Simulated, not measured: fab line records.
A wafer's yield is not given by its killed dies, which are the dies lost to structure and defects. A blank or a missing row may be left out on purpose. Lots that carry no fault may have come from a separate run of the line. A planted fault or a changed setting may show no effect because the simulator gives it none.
Lot-split experiment || flow n5-finfet || 7 lots, 21 wafers read, on a route of 1938 steps

ON THE SPLIT
At N5_BEOL_M1_TRENCH_ETCH_37 (etches SiOC in C4F6/O2, target depth 55.207 nm, time 29 s), the setting time-s was moved away from the recipe's 29 s on 7 of the 21 wafers read, by -13.4% to +13.1%. The other wafers ran this setting at the recipe's value.

FROM THE SPLIT TO THE READING: what the file shows between them, 2 steps
- N5_BEOL_M1_ETCH_41: etches SiCN in CH3F/O2, target depth 31.9 nm, time 57.8 s
- N5_BEOL_M1_STRIP_97: strips in N2/H2, time 10 s

THE READING
trench-depth-nm, in nm, at N5_BEOL_M1_OCD_MEAS_38. A value of 54.9 nm with a standard deviation of 0.88 nm is what fault-free wafers of this fab line usually give.

{"wafer": "L075.1", "tool, chamber at the split": "rie-diel-05, 2", "time-s as run, s": 29, "against the recipe": "recipe", "trench-depth-nm, nm": 54.1, "against lot-mates on the recipe": "-"}
{"wafer": "L075.3", "tool, chamber at the split": "rie-diel-05, 0", "time-s as run, s": 31.3, "against the recipe": "+7.9%", "trench-depth-nm, nm": 58.7, "against lot-mates on the recipe": "+4.6"}
{"wafer": "L075.4", "tool, chamber at the split": "rie-diel-05, 1", "time-s as run, s": 31.3, "against the recipe": "+7.9%", "trench-depth-nm, nm": 60.3, "against lot-mates on the recipe": "+6.2"}
{"wafer": "L081.1", "tool, chamber at the split": "rie-diel-02, 3", "time-s as run, s": 29, "against the recipe": "recipe", "trench-depth-nm, nm": 54.7, "against lot-mates on the recipe": "-"}
{"wafer": "L081.2", "tool, chamber at the split": "rie-diel-02, 1", "time-s as run, s": 29, "against the recipe": "recipe", "trench-depth-nm, nm": 53.6, "against lot-mates on the recipe": "-"}
{"wafer": "L081.6", "tool, chamber at the split": "rie-diel-02, 3", "time-s as run, s": 29, "against the recipe": "recipe", "trench-depth-nm, nm": 54.4, "against lot-mates on the recipe": "-"}
{"wafer": "L086.3", "tool, chamber at the split": "rie-diel-04, 0", "time-s as run, s": 29, "against the recipe": "recipe", "trench-depth-nm, nm": 55.5, "against lot-mates on the recipe": "-"}
{"wafer": "L086.5", "tool, chamber at the split": "rie-diel-04, 3", "time-s as run, s": 32.32, "against the recipe": "+11.4%", "trench-depth-nm, nm": 61.8, "against lot-mates on the recipe": "+6.3"}
{"wafer": "L086.6", "tool, chamber at the split": "rie-diel-04, 0", "time-s as run, s": 32.32, "against the recipe": "+11.4%", "trench-depth-nm, nm": 61.3, "against lot-mates on the recipe": "+5.8"}
{"wafer": "L090.1", "tool, chamber at the split": "rie-diel-04, 3", "time-s as run, s": 29, "against the recipe": "recipe", "trench-depth-nm, nm": 54.9, "against lot-mates on the recipe": "-"}
{"wafer": "L090.3", "tool, chamber at the split": "rie-diel-04, 1", "time-s as run, s": 29, "against the recipe": "recipe", "trench-depth-nm, nm": 56.3, "against lot-mates on the recipe": "-"}
{"wafer": "L090.6", "tool, chamber at the split": "rie-diel-04, 1", "time-s as run, s": 29, "against the recipe": "recipe", "trench-depth-nm, nm": 55.6, "against lot-mates on the recipe": "-"}
{"wafer": "L094.1", "tool, chamber at the split": "rie-diel-02, 3", "time-s as run, s": 25.1, "against the recipe": "-13.4%", "trench-depth-nm, nm": 47.3, "against lot-mates on the recipe": -7.6}
{"wafer": "L094.3", "tool, chamber at the split": "rie-diel-02, 1", "time-s as run, s": 29, "against the recipe": "recipe", "trench-depth-nm, nm": 54.9, "against lot-mates on the recipe": "-"}
{"wafer": "L094.5", "tool, chamber at the split": "rie-diel-02, 1", "time-s as run, s": 25.1, "against the recipe": "-13.4%", "trench-depth-nm, nm": 47.3, "against lot-mates on the recipe": -7.6}
{"wafer": "L095.1", "tool, chamber at the split": "rie-diel-02, 1", "time-s as run, s": 29, "against the recipe": "recipe", "trench-depth-nm, nm": 54.8, "against lot-mates on the recipe": "-"}
{"wafer": "L095.2", "tool, chamber at the split": "rie-diel-02, 0", "time-s as run, s": 29, "against the recipe": "recipe", "trench-depth-nm, nm": 55.6, "against lot-mates on the recipe": "-"}
{"wafer": "L095.4", "tool, chamber at the split": "rie-diel-02, 3", "time-s as run, s": 29, "against the recipe": "recipe", "trench-depth-nm, nm": 54.8, "against lot-mates on the recipe": "-"}
{"wafer": "L097.3", "tool, chamber at the split": "rie-diel-02, 2", "time-s as run, s": 32.81, "against the recipe": "+13.1%", "trench-depth-nm, nm": 61.8, "against lot-mates on the recipe": "+7.0"}
{"wafer": "L097.4", "tool, chamber at the split": "rie-diel-02, 0", "time-s as run, s": 29, "against the recipe": "recipe", "trench-depth-nm, nm": 55.3, "against lot-mates on the recipe": "-"}
{"wafer": "L097.6", "tool, chamber at the split": "rie-diel-02, 2", "time-s as run, s": 29, "against the recipe": "recipe", "trench-depth-nm, nm": 54.2, "against lot-mates on the recipe": "-"}

FIT RESULTS
A straight line over all 21 wafers: trench-depth-nm changes by +0.564 nm for each +1% of time-s; r = +0.99; the points scatter about the line by 0.66 nm.
The same after taking each lot's own level away (the mean of its wafers on the recipe; 21 wafers): +0.564 nm for each +1%; r = +0.99; scatter 0.57 nm.
On that fit, the largest move of time-s shifts the reading by 7.6 nm.
Measured against the standard deviation above, the lots' own levels, which go from 54.10 to 55.60 nm, span 1.7 times it.
The two slopes are in agreement: the lot-to-lot level therefore moves the slope only a little.
Check: -7.54 nm against its lot-mates is what the line predicts for one of the wafers moved furthest among these (-13.4%) when that wafer is left out of the fit. Against them it came out at -7.6 nm.

OTHER SPLITS ON THESE WAFERS
Note: prior to the reading, these wafers also went through further splits. Each is held against what the fit with the lots' levels taken away leaves over:
{"other split on the same wafers": "N5_HKMG_FIN_ETCH_35 time-s", "wafers away from the commonest value": 5, "r with trench-depth-nm (lot level and that fit taken away)": "+0.50"}
{"other split on the same wafers": "N5_HKMG_FIN_COAT_66 spin-rpm", "wafers away from the commonest value": 6, "r with trench-depth-nm (lot level and that fit taken away)": "+0.23"}
{"other split on the same wafers": "N5_GATE_CUT_ETCH_56 icp-w", "wafers away from the commonest value": 7, "r with trench-depth-nm (lot level and that fit taken away)": "+0.37"}
{"other split on the same wafers": "N5_MOL_CONTACT_COAG_ETCH_15 source-w", "wafers away from the commonest value": 4, "r with trench-depth-nm (lot level and that fit taken away)": -0.22}
{"other split on the same wafers": "N5_MOL_CONTACT_COAG_COAT_63 spin-rpm", "wafers away from the commonest value": 5, "r with trench-depth-nm (lot level and that fit taken away)": "+0.24"}
{"other split on the same wafers": "N5_MOL_CONTACT_COAG_EXPOSE_37 dose-mj", "wafers away from the commonest value": 6, "r with trench-depth-nm (lot level and that fit taken away)": -0.04}
{"other split on the same wafers": "N5_BEOL_M0_SAQP_SPACER1_ALD_98 ald-cycles", "wafers away from the commonest value": 9, "r with trench-depth-nm (lot level and that fit taken away)": "+0.11"}
{"other split on the same wafers": "N5_BEOL_M0_SAQP_ETCH_107 bias-w", "wafers away from the commonest value": 8, "r with trench-depth-nm (lot level and that fit taken away)": -0.27}

THE WHOLE CHAIN: every reading that the file lists as answering this split, in the file's order
{"step": "N5_BEOL_M1_TRENCH_ETCH_37", "what it does": "etches SiOC in C4F6/O2, target depth 55.207 nm, time 29 s", "reading": "etch.depth-nm (the simulator's own value, which no gauge read)", "change (the file's fit)": "+0.544 nm for each +1% of the setting", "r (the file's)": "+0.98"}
{"step": "N5_BEOL_M1_TRENCH_ETCH_37", "what it does": "etches SiOC in C4F6/O2, target depth 55.207 nm, time 29 s", "reading": "BEOL_M1.feature-depth-nm (the simulator's own value, which no gauge read)", "change (the file's fit)": "+0.544 nm for each +1% of the setting", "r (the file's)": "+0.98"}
{"step": "N5_BEOL_M1_OCD_MEAS_38", "what it does": "", "reading": "trench-depth-nm", "change (the file's fit)": "+0.56 nm for each +1% of the setting", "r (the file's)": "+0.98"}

THE FILE'S OWN FIT
trench-depth-nm changes by +0.56 nm for each +1% of time-s, r = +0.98.
